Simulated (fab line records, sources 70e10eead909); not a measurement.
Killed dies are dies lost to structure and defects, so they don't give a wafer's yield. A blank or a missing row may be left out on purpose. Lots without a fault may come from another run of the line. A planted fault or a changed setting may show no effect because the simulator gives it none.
A struck lot beside a sound one | flow nand_harc | 21 steps out of a route of 1159
Sound: wafers L913.3, L913.5, L913.6. Struck: wafers L909.2, L909.5. (L909.6 of the same lot was not struck and is left out.) The cause comes at the end.
At each step with rows: each side's tool, then ch and its chambers, then its first start. Under that, the readings that differ: sound wafers | struck wafers | difference of the means | sigmas: that difference in standard deviations of wafers without a fault.
alike: readings whose means differ by less than 2 such deviations, and words and numbers that are the same on both sides. not compared: withheld readings, readings that some wafer has no value for, bounds like >300 that may hide the same value, and numbers for which the record gives no deviation and whose values overlap.
The two part at a step that has a row with sigmas, a row that says differs or no value, or rows on one side only. Numbers that don't overlap but have no deviation are shown without sigmas and don't part them. A reading that every wafer of one side lacks parts them only if that side has two wafers or more.

NHARC_P_CONTACT_CMP_24: polishes, t overpolish 30 s, target thk 200 nm.
  sound on cmp-01 ch 0,3, day 9 01:30; struck on cmp-02 ch 0,3, day 7 23:09
  reading             | sound          | struck    | difference | sigmas
  motor_current_A (A) | 11.8 11.4 11.4 | 13.2 13.2 | +1.7       | +2
  alike: edge_zone_pressure_frac, overpolish_run_s, time_to_endpoint_s
then, 1 step without rows for these wafers: NHARC_P_CONTACT_SRD_26.
NHARC_P_CONTACT_INSPECT_27:
  sound on defect_inspect-02, day 9 01:53; struck on defect_inspect-02, day 7 23:31
  alike: raw_defect_count
then, 8 steps without rows for these wafers: NHARC_P_M0_DEP_00 (deposits SiOC, target thk 150 nm); NHARC_P_M0_DEHYDRATE_01 (time 120 s); NHARC_P_M0_HMDS_02 (time 30 s); NHARC_P_M0_COAT_33 (time 65 s); NHARC_P_M0_COAT_03 (resist thk 90 nm); NHARC_P_M0_SOFTBAKE_04 (time 55 s); NHARC_P_M0_EBR_05; NHARC_P_M0_EXPOSE_06 (exposes mask P M0, target cd 90 nm).
NHARC_P_M0_PEB_07: peb time 65 s.
  sound on litho_track-04 ch 0, day 9 02:42; struck on litho_track-01 ch 0, day 8 00:20
  reading                  | sound             | struck      | difference | sigmas
  heater_power_total_W (W) | 157.2 156.2 157.2 | 182.1 182.4 | +25.4      | +56
then, 1 step without rows for these wafers: NHARC_P_M0_DEVELOP_08 (develop time 35 s).
NHARC_P_M0_CD_MEAS_09: target cd 90 nm.
  sound on cd_sem-02 ch 0, day 9 02:47; struck on cd_sem-02 ch 0, day 8 00:25
  reading    | sound          | struck    | difference | sigmas
  cd_nm (nm) | 90.8 90.9 90.6 | 80.3 81.1 | -10.1      | -18
NHARC_P_M0_OVL_MEAS_10: pitch 180 nm.
  sound on overlay-01, day 9 02:52; struck on overlay-01, day 8 00:30
  reading           | sound       | struck    | difference | sigmas
  overlay_x_nm (nm) | 1.0 0.7 0.8 | -1.1 -0.4 | -1.6       | -2
  alike: overlay_y_nm
NHARC_P_M0_INSPECT_11:
  sound on defect_inspect-02, day 9 02:54; struck on defect_inspect-01, day 8 00:32
  reading          | sound | struck | difference | sigmas
  raw_defect_count | 2 2 2 | 7 7    | +5         | +2
NHARC_P_M0_DESCUM_14: chemistry O2, time 3 s.
  sound on rie_diel-01 ch 1,2, day 9 02:58; struck on rie_diel-01 ch 0,2, day 8 00:37
  reading               | sound             | struck   | difference | sigmas
  model.P_M0.cd_nm (nm) | 91.35 90.95 90.49 | 79.97 81 | -10.44     |
  alike: drypump_motor_current_A, mfc_ar_sccm, oes_product_au, rf_vpp_V, showerhead_plenum_p_Torr, throttle_valve_pct
  not compared: rf_hours_counter_h
NHARC_P_M0_ETCH_34: etches the open film in N2/H2, target depth 40 nm, overetch 12 nm, time 43.94 s.
  sound on rie_diel-01 ch 0,1,3, day 9 03:04; struck on rie_diel-01 ch 2,3, day 8 00:42
  alike: drypump_motor_current_A, mfc_ar_sccm, oes_product_au, rf_vpp_V, showerhead_plenum_p_Torr, throttle_valve_pct
  not compared: rf_hours_counter_h
NHARC_P_M0_ETCH_15: etches the open film in C4F8/Ar, target depth 150 nm, overetch 15 nm, time 82.5 s.
  sound on rie_diel-01 ch 2,3; struck on rie_diel-01 ch 0,3
  reading               | sound             | struck      | difference | sigmas
  model.P_M0.cd_nm (nm) | 90.78 90.61 90.85 | 80.13 80.69 | -10.34     |
  alike: oes_product_au, rf_vpp_V
  not compared: rf_hours_counter_h
NHARC_P_M0_CD_MEAS_16:
  sound on cd_sem-02, day 9 03:16; struck on cd_sem-02, day 8 00:54
  reading    | sound          | struck    | difference | sigmas
  cd_nm (nm) | 90.6 90.5 90.9 | 80.2 80.6 | -10.3      | -13
-- the record jumps here: 14 days lie between the struck wafers' starts before and after (it left off in module P_M0 and takes up again in module END, whose first step shown is number 1159 of the route) --
NHARC_END_SORT_01:
  sound on prober-02 ch 0, day 24 03:35; struck on prober-02 ch 0, day 21 17:34
  reading                | sound | struck  | difference | sigmas
  killed_at_periphery    | 9     | 19 20   | +10        | +5
  killed_short           | 4     | 1 0     | -4         | -2
  sort_bin_2_pct (%)     | 1.8   | 3.7 3.2 | +1.7       | +3
  sort_rim_yield_pct (%) | 93    | 83 90   | -6         | -2
  alike: defect_limited_yield, killed_at_array, killed_at_other, killed_dies, killed_open, sort_bin_3_pct, sort_bin_4_pct, sort_n_pass, sort_yield_pct

WHERE THEY PART
First at NHARC_P_CONTACT_CMP_24; last, within this record, at NHARC_END_SORT_01.

WHY: what the simulator had put in
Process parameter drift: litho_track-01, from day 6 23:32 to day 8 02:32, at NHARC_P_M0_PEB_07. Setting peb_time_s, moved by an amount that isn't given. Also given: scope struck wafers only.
